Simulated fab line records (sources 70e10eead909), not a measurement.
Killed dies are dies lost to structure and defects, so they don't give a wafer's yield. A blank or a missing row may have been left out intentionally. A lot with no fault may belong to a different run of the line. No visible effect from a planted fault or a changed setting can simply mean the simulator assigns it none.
A lot that was struck, set against a sound lot ; flow nand harc ; 13 steps out of a route of 1159
Sound: the wafers L729.1, L729.2, L729.6. Struck: wafer L735.5; the same lot's L735.6 was not struck, so it is left out; see the end for the cause.
At each step with rows: each side's tool, then ch and its chambers, then its first start. Under that, the readings that differ: sound wafers ; struck wafers ; difference of the means ; sigmas: that difference in standard deviations of wafers without a fault.
alike: readings with means less than 2 such deviations apart, plus words and numbers identical on both sides. not compared: withheld readings, readings lacking a value on some wafer, bounds such as >300 that could conceal the same value, and numbers that have no deviation in the record and whose values overlap.
The two part at a step that has a row with sigmas, a row that says differs or no value, or rows on one side only. When numbers do not overlap yet have no deviation, they are printed without sigmas and do not part them. A reading that every wafer of one side lacks parts them only if that side has two wafers or more.

first, 1 step without rows for these wafers: NHARC_A_SLIT_SRD_20.
NHARC_A_SLIT_CD_MEAS_21:
  sound: cd sem-03 at day 15 17:35; struck: cd sem-02 at day 16 22:41
  alike: cd nm
then, 3 steps without rows for these wafers: NHARC_A_SIN_REMOVE_WET_00 (chemistry H3PO4, time 15300 s); NHARC_A_SIN_REMOVE_PRECLEAN_01 (cleans in SC1); NHARC_A_SIN_REMOVE_SRD_02.
NHARC_A_SIN_REMOVE_INSPECT_04:
  sound: defect inspect-02 at day 16 01:17; struck: defect inspect-02 at day 17 06:23
  alike: raw defect count
NHARC_A_WL_FILL_ALD_00: deposits Al2O3, target thk 3 nm, pulse time 3 s, ald cycles 30.
  sound on ald hk-02 ch 1,2, day 16 01:22; struck on ald hk-03 ch 1, day 17 06:33
  alike: heater power w, precursor pulse height rel
NHARC_A_WL_FILL_RTA_01: time 5 s.
  sound on rtp anneal-01 ch 0, day 16 01:37; struck on rtp anneal-02 ch 0, day 17 07:02
  alike: lamp power pct, lamp_zone_1_pct, wafer_temp_C_max
NHARC_A_WL_FILL_ALD_02: deposits TiN, target thk 2 nm, pulse time 3 s, ald cycles 100.
  sound on ald metal-02 ch 1,2, day 16 01:52; struck on ald metal-03 ch 2, day 17 07:17
  alike: heater power w, precursor pulse height rel
NHARC_A_WL_FILL_CVD_03: deposits W, target thk 40 nm, time 3302 s.
  sound on cvd w-02 ch 0,1, day 16 03:28; struck on cvd w-01 ch 0, day 17 14:04
  alike: heater power w, mfc ar sccm, throttle valve pct
NHARC_A_WL_FILL_ETCHBACK_04: etches the open film in NF3, target depth 60 nm, time 120 s.
  sound on rie metal-01 ch 0,1, day 16 06:48; struck on rie metal-03 ch 0, day 17 15:39
reading;sound;struck;difference;sigmas
oes product au (a.u.);0.998 0.988 1.002;0.764;-0.232;-27
  alike: drypump motor current A
  not compared: rf hours counter h
NHARC_A_WL_FILL_ETCHBACK_05: etches the open film in Cl2/BCl3, target depth 22 nm, time 60 s.
  sound on rie metal-01 ch 0,1, day 16 07:02; struck on rie metal-03 ch 0, day 17 15:48
  alike: drypump motor current A, oes product au
  not compared: rf hours counter h
-- jump in the record: it breaks off in module A_WL_FILL and resumes in module END (first step shown: number 1159 of the route), and 4 days separate the struck wafers' starts before and after --
NHARC_END_SORT_01:
  the record has rows for the struck wafers here (prober-02 ch 0, day 21 16:58) and none for the sound ones

== WHERE THEY PART ==
At NHARC_A_WL_FILL_ETCHBACK_04 first; at NHARC_END_SORT_01 last (within this record only).

WHY: what the simulator had put in
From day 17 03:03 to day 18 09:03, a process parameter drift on rie metal-03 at NHARC_A_WL_FILL_ETCHBACK_04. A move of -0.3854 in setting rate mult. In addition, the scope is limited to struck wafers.
